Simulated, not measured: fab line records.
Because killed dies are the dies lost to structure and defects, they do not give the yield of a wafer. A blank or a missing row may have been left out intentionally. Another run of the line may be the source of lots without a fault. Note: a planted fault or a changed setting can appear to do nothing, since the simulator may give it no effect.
Problem report in the 8D (eight disciplines) form, filled by code -- flow nand harc -- the parts of the form that need people (team, actions taken, sign-off) are left out

1. THE ISSUE
NHARC_A_CHANNEL_FILL_D1_ETCHBACK_19, oes product au: mean 0.760 a.u. on 2 wafers (1 lot); fault-free wafers 0.997 a.u., standard deviation 0.0097. Relative to the usual mean, that is a shift of -24 standard deviations.
The step: etches the open film in HBr/Cl2, target depth 5 nm, time 1.7 s.
First observed at day 12 22:11: wafer L190.2, on rie si-05. The record holds 38 wafers of 13 lots with a number at this step. The rule behind "out" and "out of limits": a value lying over 4 standard deviations away from the usual mean. Any other wafer with a number is counted as sound.

2. WHAT IT IS, WHAT IT ISN'T
question,is,is not
which readings at this step,oes product au,"drypump motor current A, throttle valve pct"
which lots,L190,"L184, L185, L186, L187, L188, L198, L199, L200, L201, L202, L205, L207"
which wafers of those lots,all that have a number,-
read on which tools,rie si-05,"rie si-01, rie si-04"
when,from day 12 22:11,"up to then (15 sound wafers); but 21 sound wafers of L198, L199, L200, L201, L202, L205, L207 came after"

3. SUSPECTS, AND WHAT RULES EACH OUT
Counting: any tool at a process step up to the reading is kept as a suspect provided that every lot that is out went through it and no sound lot did after the first of them.
- har etch-01 at NHARC_A_CHANNEL_HOLE_D1_ETCH_22 (etches the open film in C4F8/O2/Ar, time 666.7 s, target depth 1600 nm): ruled out as a lasting fault. After its first lot that is out, L190 (day 11 14:45), sound lots L198, L200 ran on it.
- ald hk-01 at NHARC_A_CHANNEL_FILL_D1_ALD_14 (deposits SiO2, target thk 2.5 nm, pulse time 10 s, ald cycles 25): ruled out as a lasting fault. After its first lot that is out, L190 (day 12 04:51), sound lots L200, L201 ran on it.
- rie si-05 at NHARC_A_CHANNEL_FILL_D1_ETCHBACK_19 (etches the open film in HBr/Cl2, target depth 5 nm, time 1.7 s): kept. It ran the lot that is out, L190 (day 12 22:11), and no sound lot after that; its last sound lot up to then is L187 (day 11 08:26). Its own oes product au readings are out on those wafers.
Remaining after the count: rie si-05 at NHARC_A_CHANNEL_FILL_D1_ETCHBACK_19.

4. THE CAUSE (what the simulator had put in)
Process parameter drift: rie si-05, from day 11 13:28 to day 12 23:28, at NHARC_A_CHANNEL_FILL_D1_ETCHBACK_19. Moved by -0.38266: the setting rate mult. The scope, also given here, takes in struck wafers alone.
Only this tool survived the counting.

5. SEQUENCE OF EFFECTS, ordered by route
Each row: a reading whose mean over the struck wafers that have a number lies more than 3 standard deviations from the usual. Scope: only readings with a usual standard deviation given in the record; hours: median across lots of the time from each lot's start at the first step in this table that gives one to its start at this step; sigmas: change in usual standard deviations.
hours,step,reading,usual,on struck wafers,change,sigmas
0,NHARC_A_CHANNEL_FILL_D1_ETCHBACK_19,oes product au,0.997 a.u.,0.760,-0.237,-24
It contains these process steps:
- NHARC_A_CHANNEL_FILL_D1_ETCHBACK_19: etches the open film in HBr/Cl2, target depth 5 nm, time 1.7 s.

6. HOW IT WOULD HAVE BEEN CAUGHT EARLIER
First out-of-limits reading in this record: day 12 22:11, which is 33 hours after fault onset at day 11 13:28.
